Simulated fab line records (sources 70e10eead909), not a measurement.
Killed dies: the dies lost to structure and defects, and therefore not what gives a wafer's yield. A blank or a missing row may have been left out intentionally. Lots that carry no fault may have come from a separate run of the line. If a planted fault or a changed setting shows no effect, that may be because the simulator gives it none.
Chamber matching -- flow nandHarc -- NHARC_A_STAIRCASE_DESCUM_291 on rieDiel-13 has 4 sister chambers
The step chemistry O2, time 3 s. 20 wafers are shown with their chamber, then 10 later ones without.

WAFERS, EACH WITH ITS CHAMBER
wafer,chamber,drypumpMotorCurrentA (A),showerheadPlenumPTorr (Torr),oesProductAu (a.u.)
L074.3,1,5.9,1.87,0.996
L074.4,0,5.3,1.93,1.001
L074.6,0,5.3,1.93,1.000
L078.1,2,5.1,1.97,0.999
L078.3,1,5.9,1.86,0.976
L078.4,3,5.5,1.93,0.997
L082.1,1,5.9,1.86,1.000
L082.3,2,5.1,1.97,1.005
L082.4,2,5.2,1.97,1.005
L083.2,2,5.1,1.96,1.011
L083.5,2,5.1,1.96,1.024
L083.6,1,5.9,1.86,0.992
L084.1,1,5.9,1.86,0.997
L084.4,0,5.3,1.92,1.011
L084.6,1,5.9,1.86,1.003
L087.2,0,5.3,1.92,1.004
L087.3,3,5.5,1.92,0.988
L087.6,0,5.3,1.92,1.000
L091.3,1,5.9,1.85,0.988
L091.4,3,5.5,1.92,0.984

SIGNATURES (means of the wafers above)
reading,chamber 0,chamber 1,chamber 2,chamber 3,scatter within a chamber
drypumpMotorCurrentA,5.300,5.900,5.120,5.500,0.0224
showerheadPlenumPTorr,1.9240,1.8600,1.9660,1.9233,0.00563
oesProductAu,1.00320,0.99314,1.00880,0.98967,0.008
Rule: a wafer lies at a distance from a chamber equal to the root of the sum of squares, over the readings, of (its reading less the chamber's mean, divided by the reading's scatter). If the next closest chamber is less than 2 further off than the closest, the wafer can't be placed; otherwise it belongs to the closest. The scatter: the root of (the sum of the squares of (reading less its chamber's mean) over the shown wafers, divided by (wafers less chambers)).

WAFERS WITH NO CHAMBER GIVEN
wafer,drypumpMotorCurrentA (A),showerheadPlenumPTorr (Torr),oesProductAu (a.u.)
L091.6,5.3,1.92,1.002
L089.3,5.3,1.92,0.990
L089.4,5.9,1.85,1.001
L089.6,5.1,1.96,1.002
L090.1,5.9,1.85,0.997
L090.3,5.3,1.92,0.998
L090.5,5.9,1.85,0.991
L096.4,5.9,1.85,0.988
L096.5,5.6,1.91,0.995
L096.6,5.3,1.91,0.999

CHAMBER TAKEN BY EACH
wafer,from the rows above,in truth
L091.6,0,0
L089.3,0,0
L089.4,1,1
L089.6,2,2
L090.1,1,1
L090.3,0,0
L090.5,1,1
L096.4,1,1
L096.5,3,3
L096.6,0,0
10 of 10 placed correctly. Left unplaced by these rows: 0. Number placed wrongly: 0.
